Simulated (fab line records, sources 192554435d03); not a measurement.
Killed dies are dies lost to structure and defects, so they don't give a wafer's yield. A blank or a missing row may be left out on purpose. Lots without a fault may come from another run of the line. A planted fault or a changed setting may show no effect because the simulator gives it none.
Chamber matching | flow n5_finfet | N5_STI_FIN_REVEAL_CMP_04 on cmp-04: 4 sister chambers
The step polishes, stops on Si3N4, t overpolish 4 s, target thk 131.83 nm. 4 wafers are shown with their chamber, then 8 later ones without.

WAFERS WITH THEIR CHAMBER
wafer  | chamber | motor_current_A (A)
L082.6 | 1       | 7.8
L086.3 | 2       | 8.0
L086.4 | 3       | 8.8
L094.2 | 0       | 8.0

WAFERS WITHOUT THEIR CHAMBER
wafer  | motor_current_A (A)
L094.3 | 8.9
L094.4 | 8.4
L096.1 | 7.1
L096.2 | 9.4
L096.5 | 7.5
L097.4 | 8.0
L097.5 | 9.8
L097.6 | 7.8

WHICH CHAMBER EACH WENT THROUGH
wafer  | from the rows above               | in truth
L094.3 | can't be placed: 3 or 0 or 2 or 1 | 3
L094.4 | can't be placed: 0 or 2 or 3 or 1 | 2
L096.1 | can't be placed: 1 or 0 or 2 or 3 | 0
L096.2 | can't be placed: 3 or 0 or 2 or 1 | 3
L096.5 | can't be placed: 1 or 0 or 2 or 3 | 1
L097.4 | can't be placed: 0 or 2 or 1 or 3 | 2
L097.5 | can't be placed: 3 or 0 or 2 or 1 | 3
L097.6 | can't be placed: 1 or 0 or 2 or 3 | 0
Placed correctly: 0 of 8. Can't be placed from these rows: 8 (the true chamber is among the candidates in 8). Placed wrongly: 0.
How it was worked out, from the rows above alone: a wafer's distance from a chamber is the root of the sum, over the readings, of the square of ((its reading less the chamber's mean) divided by the reading's scatter). The wafer belongs to the nearest chamber; if the next one is less than 2 further off, it can't be placed. A chamber's mean is the mean of its shown wafers. The scatter: with one shown wafer a chamber, the root of the mean of the squares of how far each hidden wafer lies from its nearest shown one.
